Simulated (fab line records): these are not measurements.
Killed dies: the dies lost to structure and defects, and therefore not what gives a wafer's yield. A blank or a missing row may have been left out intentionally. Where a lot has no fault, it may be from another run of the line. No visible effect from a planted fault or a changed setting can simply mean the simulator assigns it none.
Split-lot experiment    flow n5_finfet    route with 1938 steps; 7 lots, 21 wafers read

== THE SPLIT ==
At N5_BEOL_M14_EXPOSE_25 (exposes mask M14, target cd 280 nm), the setting dose_mj was moved away from the recipe's 26.6 on 11 of the 21 wafers read, by -7.1% to +4.3%. The other wafers ran this setting at the recipe's value.

== FROM THE SPLIT TO THE READING: what the file shows between them, 3 steps ==
- N5_BEOL_M14_PEB_26: peb time 90 s
- N5_BEOL_M14_DEVELOP_27: develop time 45 s
- N5_BEOL_M14_HARDBAKE_32: time 120 s

== THE READING ==
cd_nm, in nm, at N5_BEOL_M14_CD_MEAS_28 (target cd 284.4 nm). A value of 284.9 nm with a standard deviation of 1.6 nm is what fault-free wafers of this fab line usually give.

wafer   tool, chamber at the split  dose_mj as run  against the recipe  cd_nm, nm  against lot-mates on the recipe
L078.2  krf_scanner-02, 0           27.67           +4.0%               293.2      +9.9
L078.3  krf_scanner-02, 0           27.67           +4.0%               291.4      +8.1
L078.4  krf_scanner-02, 0           26.6            recipe              283.3      -
L082.1  krf_scanner-01, 0           26.6            recipe              287.0      -
L082.4  krf_scanner-01, 0           26.6            recipe              288.3      -
L082.5  krf_scanner-01, 0           26.6            recipe              288.7      -
L086.1  krf_scanner-01, 0           27.75           +4.3%               290.2      +6.7
L086.3  krf_scanner-01, 0           26.6            recipe              284.4      -
L086.4  krf_scanner-01, 0           26.6            recipe              282.6      -
L085.3  krf_scanner-01, 0           24.93           -6.3%               270.4      no lot-mate on the recipe
L085.5  krf_scanner-01, 0           24.93           -6.3%               271.3      no lot-mate on the recipe
L085.6  krf_scanner-01, 0           24.93           -6.3%               272.7      no lot-mate on the recipe
L094.2  krf_scanner-02, 0           25.96           -2.4%               280.9      -4.3
L094.4  krf_scanner-02, 0           26.6            recipe              285.2      -
L094.5  krf_scanner-02, 0           25.96           -2.4%               279.5      -5.7
L095.1  krf_scanner-01, 0           26.6            recipe              284.0      -
L095.3  krf_scanner-01, 0           24.71           -7.1%               272.7      -11.3
L095.6  krf_scanner-01, 0           24.71           -7.1%               271.8      -12.2
L096.3  krf_scanner-02, 0           26.6            recipe              287.1      -
L096.5  krf_scanner-02, 0           27.52           +3.5%               291.4      +3.9
L096.6  krf_scanner-02, 0           26.6            recipe              287.9      -

THE FIT
A straight line over all 21 wafers: cd_nm changes by +1.92 nm for each +1% of dose_mj; r = +0.96; the points scatter about the line by 2 nm.
The same after taking each lot's own level away (the mean of its wafers on the recipe; 18 wafers): +1.74 nm for each +1%; r = +0.98; scatter 1.2 nm.
That fit puts the effect of the largest move of dose_mj on the reading at 12 nm.
Measured against the standard deviation above, the lots' own levels, which go from 283.30 to 288.00 nm, span 2.9 times it.
Thus the slope moves with the lot-to-lot level: the two fits are different.
Check: -12.9 nm against its lot-mates is what the line predicts for one of the wafers moved furthest among these (-7.1%) when that wafer is left out of the fit. Against them it came out at -11.3 nm.

== THE OTHER SPLITS THESE WAFERS WENT THROUGH ==
These wafers also went through other splits before the reading. Each is held against what the fit with the lots' levels taken away leaves over:
other split on the same wafers  wafers away from the commonest value  r with cd_nm (lot level and that fit taken away)
N5_BEOL_M13_ILD_DEP_00 time_s   7                                     +0.26
N5_BEOL_M14_ETCH_59 time_s      4                                     +0.04

== THE WHOLE CHAIN: every reading that the file lists as answering this split, in the file's order ==
step                        what it does                                                     reading                                                          change (the file's fit)               r (the file's)
N5_BEOL_M14_CD_MEAS_28      target cd 284.4 nm                                               cd_nm                                                            +1.68 nm for each +1% of the setting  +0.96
N5_BEOL_M14_DESCUM_33       chemistry O2, time 7.9 s                                         BEOL_M14.cd_nm (the simulator's own value, which no gauge read)  +1.67 nm for each +1% of the setting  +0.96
N5_BEOL_M14_ETCH_68         etches SOC in N2/H2, time 450 s                                  BEOL_M14.cd_nm (the simulator's own value, which no gauge read)  +1.85 nm for each +1% of the setting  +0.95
N5_BEOL_M14_TRENCH_ETCH_34  etches SiO2 in C4F8/O2/Ar, target depth 556.65 nm, time 126.9 s  BEOL_M14.cd_nm (the simulator's own value, which no gauge read)  +1.84 nm for each +1% of the setting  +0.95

== FILE'S OWN FIT ==
cd_nm changes by +1.68 nm for each +1% of dose_mj, r = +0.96.
